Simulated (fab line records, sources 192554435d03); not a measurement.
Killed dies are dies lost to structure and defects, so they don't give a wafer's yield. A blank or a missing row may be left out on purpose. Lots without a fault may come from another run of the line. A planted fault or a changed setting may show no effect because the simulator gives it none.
Split-lot experiment | flow n5_finfet | 7 lots, 39 wafers read, on a route of 1938 steps

THE SPLIT
At N5_BEOL_M4_VIA_ETCH_34 (etches the open film in C4F6/O2, target depth 69.4 nm, time 65.9 s), the setting target_depth_a was moved away from the recipe's 694 angstrom on 15 of the 39 wafers read, by -55.1% to +35.2%. The other wafers ran this setting at the recipe's value.

The reading is taken at the split's own step.

THE READING
SOC_of_BEOL_M4_COAT_67.thk_nm (the simulator's own value, which no gauge read), in nm, at N5_BEOL_M4_VIA_ETCH_34 (etches the open film in C4F6/O2, target depth 69.4 nm, time 65.9 s). The file gives no usual value for it. The 24 wafers here that ran the recipe average 51.8 nm, standard deviation 0.22 nm.

wafer  | tool, chamber at the split | target_depth_a as run, angstrom | against the recipe | SOC_of_BEOL_M4_COAT_67.thk_nm, nm | against lot-mates on the recipe
L075.1 | rie_diel-03, 1             | 867.1                           | +24.9%             | 50                                | -1.7
L075.2 | rie_diel-03, 2             | 694                             | recipe             | 51.6                              | -
L075.3 | rie_diel-03, 0             | 694                             | recipe             | 51.8                              | -
L075.4 | rie_diel-03, 3             | 867.1                           | +24.9%             | 49.6                              | -2.1
L075.5 | rie_diel-03, 1             | 694                             | recipe             | 51.8                              | -
L075.6 | rie_diel-03, 0             | 867.1                           | +24.9%             | 49.8                              | -1.9
L074.2 | rie_diel-05, 3             | 694                             | recipe             | 51.6                              | -
L074.3 | rie_diel-05, 2             | 694                             | recipe             | 51.2                              | -
L074.5 | rie_diel-05, 1             | 694                             | recipe             | 51.8                              | -
L079.1 | rie_diel-05, 3             | 694                             | recipe             | 51.6                              | -
L079.2 | rie_diel-05, 0             | 568.3                           | -18.1%             | 53.2                              | +1.6
L079.3 | rie_diel-05, 2             | 694                             | recipe             | 51.6                              | -
L079.4 | rie_diel-05, 1             | 694                             | recipe             | 51.6                              | -
L079.5 | rie_diel-05, 2             | 568.3                           | -18.1%             | 53                                | +1.4
L079.6 | rie_diel-05, 1             | 568.3                           | -18.1%             | 53.2                              | +1.6
L082.1 | rie_diel-03, 1             | 694                             | recipe             | 52                                | -
L082.2 | rie_diel-03, 2             | 694                             | recipe             | 51.8                              | -
L082.3 | rie_diel-03, 3             | 694                             | recipe             | 51.8                              | -
L082.4 | rie_diel-03, 0             | 694                             | recipe             | 52                                | -
L082.5 | rie_diel-03, 1             | 694                             | recipe             | 51.6                              | -
L082.6 | rie_diel-03, 0             | 694                             | recipe             | 51.8                              | -
L086.1 | rie_diel-01, 0             | 938.4                           | +35.2%             | 49.4                              | -2.4
L086.2 | rie_diel-01, 1             | 694                             | recipe             | 51.6                              | -
L086.3 | rie_diel-01, 3             | 938.4                           | +35.2%             | 49.2                              | -2.6
L086.4 | rie_diel-01, 2             | 694                             | recipe             | 51.8                              | -
L086.5 | rie_diel-01, 3             | 938.4                           | +35.2%             | 49.4                              | -2.4
L086.6 | rie_diel-01, 0             | 694                             | recipe             | 52                                | -
L095.1 | rie_diel-03, 0             | 494.5                           | -28.7%             | 54.2                              | +2.1
L095.2 | rie_diel-03, 3             | 494.5                           | -28.7%             | 54                                | +1.9
L095.3 | rie_diel-03, 2             | 694                             | recipe             | 52                                | -
L095.4 | rie_diel-03, 1             | 694                             | recipe             | 52                                | -
L095.5 | rie_diel-03, 0             | 494.5                           | -28.7%             | 54.2                              | +2.1
L095.6 | rie_diel-03, 1             | 694                             | recipe             | 52.2                              | -
L097.1 | rie_diel-05, 1             | 311.5                           | -55.1%             | 56.4                              | +4.7
L097.2 | rie_diel-05, 2             | 694                             | recipe             | 51.4                              | -
L097.3 | rie_diel-05, 0             | 311.5                           | -55.1%             | 56.4                              | +4.7
L097.4 | rie_diel-05, 3             | 694                             | recipe             | 52                                | -
L097.5 | rie_diel-05, 2             | 694                             | recipe             | 51.6                              | -
L097.6 | rie_diel-05, 1             | 311.5                           | -55.1%             | 56.4                              | +4.7

THE FIT
A straight line over all 39 wafers: SOC_of_BEOL_M4_COAT_67.thk_nm changes by -0.0795 nm for each +1% of target_depth_a; r = -0.99; the points scatter about the line by 0.23 nm.
The same after taking each lot's own level away (the mean of its wafers on the recipe; 39 wafers): -0.0795 nm for each +1%; r = -0.99; scatter 0.21 nm.
On that fit, the largest move of target_depth_a shifts the reading by 4.4 nm.
The lots' own levels span 51.53 to 52.07 nm, that is 2.4 times the standard deviation above.
So the lot-to-lot level changes the slope little: the two slopes agree.
Check: with one of the wafers moved furthest among these (-55.1%) left out of the fit, the line predicts +4.36 nm for it against its lot-mates. It came out at +4.73 nm against them.

OTHER SPLITS ON THESE WAFERS
These wafers also went through other splits before the reading. Each is held against what the fit with the lots' levels taken away leaves over:
other split on the same wafers        | wafers away from the commonest value | r with SOC_of_BEOL_M4_COAT_67.thk_nm (lot level and that fit taken away)
N5_FIN_SAQP_DEVELOP_15 develop_time_s | 18                                   | +0.09
N5_HKMG_FIN_HK_ALD_01 ald_cycles      | 9                                    | -0.10
N5_MOL_CONTACT_COAG_ALD_27 ald_cycles | 12                                   | -0.14
N5_BEOL_M0_CUTY_ETCH_63 time_s        | 15                                   | +0.12
N5_BEOL_M1_ILD_DEP_00 target_thk_a    | 12                                   | +0.18

THE WHOLE CHAIN: every reading that the file lists as answering this split, in the file's order
step                   | what it does                                                       | reading                                                                        | change (the file's fit)                | r (the file's)
N5_BEOL_M4_VIA_ETCH_34 | etches the open film in C4F6/O2, target depth 69.4 nm, time 65.9 s | etch.depth_nm (the simulator's own value, which no gauge read)                 | +0.696 nm for each +1% of the setting  | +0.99
N5_BEOL_M4_VIA_ETCH_34 | etches the open film in C4F6/O2, target depth 69.4 nm, time 65.9 s | SOC_of_BEOL_M4_COAT_67.thk_nm (the simulator's own value, which no gauge read) | -0.0798 nm for each +1% of the setting | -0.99

THE FILE'S OWN FIT
SOC_of_BEOL_M4_COAT_67.thk_nm changes by -0.0798 nm for each +1% of target_depth_a, r = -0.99.
